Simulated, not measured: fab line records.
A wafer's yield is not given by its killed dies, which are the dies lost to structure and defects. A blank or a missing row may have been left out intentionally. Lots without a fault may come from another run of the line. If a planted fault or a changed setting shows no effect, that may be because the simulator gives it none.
Chamber matching    flow n5Finfet    4 sister chambers for N5_DUMMY_GATE_ETCH_23 on rieSi-04
The step etches poly-Si in HBr/Cl2/O2, target depth 41 nm, time 22.3 s. 14 wafers are shown with their chamber, then 7 later ones without.

== WAFERS, EACH WITH ITS CHAMBER ==
wafer   chamber  throttleValvePct (%)  drypumpMotorCurrentA (A)  oesProductAu (a.u.)
L074.4  1        37.05                 6.0                       1.012
L074.5  0        37.41                 6.0                       1.019
L074.6  2        36.63                 5.4                       0.971
L076.1  1        37.03                 6.0                       1.025
L076.2  3        36.54                 6.5                       1.013
L076.5  1        37.03                 6.0                       1.025
L078.2  1        37.03                 6.0                       1.018
L078.4  2        36.63                 5.4                       0.978
L078.5  1        37.03                 6.0                       1.019
L089.1  2        36.64                 5.4                       0.973
L089.3  3        36.50                 6.4                       1.017
L089.4  1        37.06                 6.0                       1.028
L090.2  0        37.41                 6.1                       1.007
L090.3  3        36.53                 6.5                       1.017

SIGNATURES, as means of the wafers listed above
reading               chamber 0  chamber 1  chamber 2  chamber 3  scatter within a chamber
throttleValvePct      37.4100    37.0383    36.6333    36.5233    0.0135
drypumpMotorCurrentA  6.050      6.000      5.400      6.467      0.0342
oesProductAu          1.01300    1.02117    0.97400    1.01567    0.00532
Rule: a wafer's distance from a chamber is the root of the sum, over the readings, of the square of ((its reading less the chamber's mean) divided by the reading's scatter). The wafer belongs to the nearest chamber; if the next one is less than 2 further off, it can't be placed. The scatter: take each reading less its chamber's mean, square it, sum over the shown wafers, divide by the number of wafers less the number of chambers, and take the root.

== WAFERS WITH NO CHAMBER GIVEN ==
wafer   throttleValvePct (%)  drypumpMotorCurrentA (A)  oesProductAu (a.u.)
L090.4  36.64                 5.4                       0.969
L091.3  36.53                 6.5                       1.007
L091.5  37.03                 6.0                       1.021
L091.6  36.65                 5.4                       0.966
L093.1  37.03                 6.0                       1.015
L093.4  36.50                 6.5                       1.017
L093.5  37.04                 6.0                       1.025

== CHAMBER TAKEN BY EACH ==
wafer   from the rows above  in truth
L090.4  2                    2
L091.3  3                    3
L091.5  1                    1
L091.6  2                    2
L093.1  1                    1
L093.4  3                    3
L093.5  1                    1
Correct placement for 7 of the 7. Number that these rows cannot place: 0. Number placed wrongly: 0.
